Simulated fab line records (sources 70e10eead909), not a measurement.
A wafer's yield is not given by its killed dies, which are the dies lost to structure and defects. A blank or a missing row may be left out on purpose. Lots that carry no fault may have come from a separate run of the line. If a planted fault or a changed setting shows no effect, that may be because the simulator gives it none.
fab line records -- flow nand-harc -- part 2 of 2: steps 22 to 26 of 26
[record] lots = 5, wafers = 15, last-day = 33
route steps=1302 shown A_CHANNEL_HOLE_D2@572
lots that met no fault: taken from a fault-free run of the same line
start-h: start of the lot's first displayed wafer, in hours after the record's first day -- wait-h: hours from the lot's prior step to this one -- " same as the row above -- L1.1+2: a single row standing in for several wafers -- - no value, or no start given -- * or withheld: withheld -- < > ~ a bound
route shown NAME@n: a module of which the file shows steps, and the number in the route of the first -- usual: mean and standard deviation over wafers with no fault -- same: alike in all rows -- chamber/n: place in a boat -- sites: the reading at each site -- _std_site: standard deviation of those values -- _edge_site: outer sites' mean less inner sites' -- radius-mm: for every site, how far away it sits from the centre of the wafer -- mask NAME#n: copy n -- behind: the last tool/chamber to shape the wafer -- hold: the reason the lot was held/the length of the hold in hours/how it ended -- device: whichever transistor did not switch (one of n, p or np) -- end of line: the route-end tests of the same wafers -- a step without rows: its recipe alone -- killed: dies lost to structure and defects at the first sort, not the wafer's yield -- map: the dies of a wafer, with x for killed, . for not killed, _ for no die there
set.NAME: the setting that was run; set.NAME@STEP: the one run at that earlier step -- model.NAME: the simulator's own value behind a step, which no gauge read
certain route steps with their lots: each step a table, each wafer a row
services: when a tool's chamber went out of use (start-h, in hours from the record's first day, below 0 if earlier), for how many hours, and the reason
[[steps]]
[step NHARC_A_CHANNEL_HOLE_D2_ETCH_21]
[recipe] bias-v = 3000, source-w = withheld, pressure-mtorr = 20, time-s = 514.3, ar-flow-sccm = 375, c4f8-flow-sccm = 89.3, o2-flow-sccm = 35.7, temp-c = -20, target-depth-a = 16000, chemistry = C4F8/O2/Ar
[usual] chamber-pressure-mTorr = 20.001/0.019, drypump-motor-current-A = 6.0/0.43, showerhead-plenum-p-Torr = 3.73/0.1, throttle-valve-pct = 32.154/0.0099
lot.wafer,tool,chamber,start-h,wait-h,chamber-pressure-mTorr,drypump-motor-current-A,rf-hours-counter-h,showerhead-plenum-p-Torr,throttle-valve-pct
L074.2,har-etch-02,0,285.53,0.3,20.012,5.4,353,3.59,32.153
L074.5,har-etch-02,1,285.53,0.3,20.017,6.6,-,3.73,32.174
L074.6,har-etch-02,0,285.53,0.3,20.024,5.4,-,3.59,32.159
L083.2,har-etch-02,0,378.06,0.3,19.999,5.4,406,3.56,32.146
L083.1,har-etch-02,1,378.06,0.3,19.995,6.6,406,3.71,32.173
L083.4,har-etch-02,1,378.06,0.3,19.976,6.6,-,3.71,32.165
L090.1,har-etch-02,1,462.01,0.3,20.017,6.6,38,3.68,32.150
L090.3,har-etch-02,1,462.01,0.3,19.996,6.6,-,3.68,32.149
L090.6,har-etch-02,0,462.01,0.3,20.018,5.4,-,3.91,32.154
L092.2,har-etch-02,1,484.09,0.3,20.014,6.7,50,3.68,32.146
L092.3,har-etch-02,0,484.09,0.3,20.020,5.4,-,3.91,32.167
L092.5,har-etch-02,0,484.09,0.3,20.007,5.4,-,3.90,32.154
L095.1,har-etch-02,1,507.91,0.3,20.020,6.6,61,3.67,32.144
L095.3,har-etch-02,1,507.91,0.3,19.938,6.7,-,3.67,32.145
L095.5,har-etch-02,0,507.91,0.3,19.986,5.4,-,3.90,32.166
[step NHARC_A_CHANNEL_HOLE_D2_ETCH_22]
[recipe] bias-v = 3000, source-w = withheld, pressure-mtorr = 20, time-s = 666.7, ar-flow-sccm = 375, c4f8-flow-sccm = 89.3, o2-flow-sccm = 35.7, temp-c = -20, target-depth-a = 16000, chemistry = C4F8/O2/Ar
[usual] chamber-pressure-mTorr = 20.002/0.017, drypump-motor-current-A = 6.0/0.43, showerhead-plenum-p-Torr = 3.73/0.1, throttle-valve-pct = 32.156/0.0082
lot.wafer,tool,chamber,start-h,wait-h,chamber-pressure-mTorr,drypump-motor-current-A,rf-hours-counter-h,showerhead-plenum-p-Torr,throttle-valve-pct
L074.2,har-etch-02,0,286.00,0.4,19.996,5.5,353,3.59,32.169
L074.5,har-etch-02,1,286.00,0.4,20.000,6.6,-,3.73,32.163
L074.6,har-etch-02,0,286.00,0.4,19.995,5.4,-,3.59,32.150
L083.2,har-etch-02,0,378.50,0.4,20.032,5.4,406,3.56,32.164
L083.1,har-etch-02,1,378.50,0.4,20.023,6.6,406,3.71,32.152
L083.4,har-etch-02,1,378.50,0.4,19.997,6.6,-,3.71,32.157
L090.1,har-etch-02,1,462.45,0.4,19.998,6.6,39,3.68,32.147
L090.3,har-etch-02,1,462.45,0.4,19.983,6.6,-,3.68,32.154
L090.6,har-etch-02,0,462.45,0.4,20.016,5.4,-,3.91,32.166
L092.2,har-etch-02,1,484.56,0.4,20.025,6.6,50,3.68,32.149
L092.3,har-etch-02,0,484.56,0.4,20.031,5.4,-,3.90,32.166
L092.5,har-etch-02,0,484.56,0.4,19.971,5.4,-,3.90,32.152
L095.1,har-etch-02,1,508.34,0.4,20.002,6.6,62,3.67,32.163
L095.3,har-etch-02,1,508.34,0.4,19.999,6.6,-,3.67,32.156
L095.5,har-etch-02,0,508.34,0.4,20.003,5.4,-,3.90,32.143
[step NHARC_A_CHANNEL_HOLE_D2_ETCH_23]
[recipe] bias-v = 5000, source-w = withheld, pressure-mtorr = 20, time-s = 819, ar-flow-sccm = 375, c4f8-flow-sccm = 89.3, o2-flow-sccm = 35.7, temp-c = -20, target-depth-a = 16000, chemistry = C4F8/O2/Ar
[usual] chamber-pressure-mTorr = 19.998/0.019, drypump-motor-current-A = 6.0/0.43, showerhead-plenum-p-Torr = 3.73/0.1, throttle-valve-pct = 32.155/0.0088
lot.wafer,tool,chamber,start-h,wait-h,chamber-pressure-mTorr,drypump-motor-current-A,rf-hours-counter-h,showerhead-plenum-p-Torr,throttle-valve-pct
L074.2,har-etch-02,0,286.59,0.5,19.999,5.4,354,3.59,32.143
L074.5,har-etch-02,1,286.59,0.5,20.001,6.6,-,3.73,32.151
L074.6,har-etch-02,0,286.59,0.5,19.993,5.4,-,3.59,32.160
L083.2,har-etch-02,0,379.05,0.5,20.023,5.4,407,3.56,32.156
L083.1,har-etch-02,1,379.05,0.5,20.025,6.6,407,3.71,32.154
L083.4,har-etch-02,1,379.05,0.5,20.000,6.6,-,3.71,32.151
L090.1,har-etch-02,1,463.01,0.5,20.015,6.6,39,3.68,32.152
L090.3,har-etch-02,1,463.01,0.5,20.002,6.6,-,3.68,32.167
L090.6,har-etch-02,0,463.01,0.5,20.016,5.4,-,3.91,32.141
L092.2,har-etch-02,1,485.15,0.5,20.024,6.6,51,3.68,32.159
L092.3,har-etch-02,0,485.15,0.5,19.976,5.4,-,3.90,32.152
L092.5,har-etch-02,0,485.15,0.5,20.006,5.4,-,3.90,32.144
L095.1,har-etch-02,1,508.92,0.5,20.001,6.6,62,3.67,32.148
L095.3,har-etch-02,1,508.92,0.5,19.987,6.6,-,3.67,32.152
L095.5,har-etch-02,0,508.92,0.5,20.011,5.4,-,3.90,32.163
[step NHARC_A_CHANNEL_HOLE_D2_ETCH_24]
[recipe] bias-v = 5000, source-w = withheld, pressure-mtorr = 20, time-s = 906.2, ar-flow-sccm = 375, c4f8-flow-sccm = 93.8, o2-flow-sccm = 31.2, temp-c = -20, target-depth-a = 15000, chemistry = C4F8/O2/Ar
[usual] chamber-pressure-mTorr = 19.999/0.017, drypump-motor-current-A = 6.0/0.43, showerhead-plenum-p-Torr = 3.73/0.1, throttle-valve-pct = 32.235/0.0087
lot.wafer,tool,chamber,start-h,wait-h,chamber-pressure-mTorr,drypump-motor-current-A,rf-hours-counter-h,showerhead-plenum-p-Torr,throttle-valve-pct
L074.2,har-etch-02,0,287.30,0.6,19.992,5.4,354,3.59,32.232
L074.5,har-etch-02,1,287.30,0.6,20.001,6.6,-,3.73,32.242
L074.6,har-etch-02,0,287.30,0.6,20.006,5.4,-,3.59,32.226
L083.2,har-etch-02,0,379.76,0.6,20.017,5.4,408,3.56,32.227
L083.1,har-etch-02,1,379.76,0.6,19.983,6.6,408,3.70,32.238
L083.4,har-etch-02,1,379.76,0.6,20.006,6.6,-,3.70,32.243
L090.1,har-etch-02,1,463.72,0.6,20.003,6.6,40,3.68,32.245
L090.3,har-etch-02,1,463.72,0.6,19.992,6.7,-,3.68,32.228
L090.6,har-etch-02,0,463.72,0.6,19.990,5.4,-,3.90,32.254
L092.2,har-etch-02,1,485.87,0.6,19.995,6.6,52,3.67,32.238
L092.3,har-etch-02,0,485.87,0.6,19.991,5.4,-,3.90,32.227
L092.5,har-etch-02,0,485.87,0.6,20.007,5.5,-,3.90,32.239
L095.1,har-etch-02,1,509.62,0.6,20.035,6.7,63,3.67,32.225
L095.3,har-etch-02,1,509.62,0.6,20.014,6.6,-,3.66,32.239
L095.5,har-etch-02,0,509.62,0.6,20.019,5.4,-,3.89,32.235
[step NHARC_A_CHANNEL_HOLE_D2_ETCH_25]
[recipe] bias-v = 5000, source-w = withheld, pressure-mtorr = 20, time-s = 1040.2, ar-flow-sccm = 375, c4f8-flow-sccm = 93.8, o2-flow-sccm = 31.2, temp-c = -20, target-depth-a = 15000, chemistry = C4F8/O2/Ar
[usual] chamber-pressure-mTorr = 20.000/0.018, drypump-motor-current-A = 6.0/0.43, showerhead-plenum-p-Torr = 3.73/0.1, throttle-valve-pct = 32.233/0.0094
lot.wafer,tool,chamber,start-h,wait-h,chamber-pressure-mTorr,drypump-motor-current-A,rf-hours-counter-h,showerhead-plenum-p-Torr,throttle-valve-pct
L074.2,har-etch-02,0,288.09,0.7,20.006,5.4,355,3.58,32.230
L074.5,har-etch-02,1,288.09,0.7,20.003,6.6,-,3.73,32.225
L074.6,har-etch-02,0,288.09,0.7,20.012,5.4,-,3.59,32.242
L083.2,har-etch-02,0,380.53,0.6,20.023,5.4,408,3.56,32.224
L083.1,har-etch-02,1,380.53,0.6,19.976,6.6,408,3.70,32.240
L083.4,har-etch-02,1,380.53,0.6,19.991,6.6,-,3.70,32.226
L090.1,har-etch-02,1,464.48,0.6,20.017,6.6,41,3.68,32.248
L090.3,har-etch-02,1,464.48,0.6,20.002,6.6,-,3.68,32.234
L090.6,har-etch-02,0,464.48,0.6,20.016,5.4,-,3.90,32.227
L092.2,har-etch-02,1,486.65,0.7,19.994,6.6,52,3.67,32.234
L092.3,har-etch-02,0,486.65,0.7,20.003,5.4,-,3.90,32.216
L092.5,har-etch-02,0,486.65,0.7,19.997,5.4,-,3.90,32.246
L095.1,har-etch-02,1,510.39,0.6,19.984,6.6,64,3.66,32.235
L095.3,har-etch-02,1,510.39,0.6,20.013,6.6,-,3.66,32.217
L095.5,har-etch-02,0,510.39,0.6,19.956,5.4,-,3.89,32.223
[[services]]
tool,chamber,start-h,hours,kind
rie-diel-10,1,261.71,13.3,repair
arfi-scanner-03,-,263.10,3.7,repair
arfi-scanner-03,-,274.26,2.6,repair
arfi-scanner-02,-,312.00,4.0,pm
litho-track-01,-,330.00,7.0,pm
litho-track-06,-,354.00,7.0,pm
litho-track-04,-,378.00,7.0,pm
arfi-scanner-03,-,378.07,4.0,pm
har-etch-02,-,381.82,17.0,pm
har-etch-02,0,381.82,17.0,vent-cycle
har-etch-02,1,381.82,17.0,vent-cycle
rie-diel-05,3,382.28,13.2,repair
arfi-scanner-02,-,382.40,0.2,repair
arfi-scanner-03,-,388.18,34.1,repair
rie-diel-10,0,389.88,7.4,repair
rie-diel-05,0,397.94,7.1,repair
rie-diel-05,-,406.80,9.0,pm
rie-diel-10,-,419.50,9.0,pm
rie-diel-05,1,421.32,13.4,repair
rie-diel-05,-,465.20,0.4,repair
arfi-scanner-02,-,471.28,0.3,repair
arfi-scanner-02,-,484.00,4.0,pm
rie-diel-05,0,496.11,4.1,repair
litho-track-01,-,505.00,7.0,pm
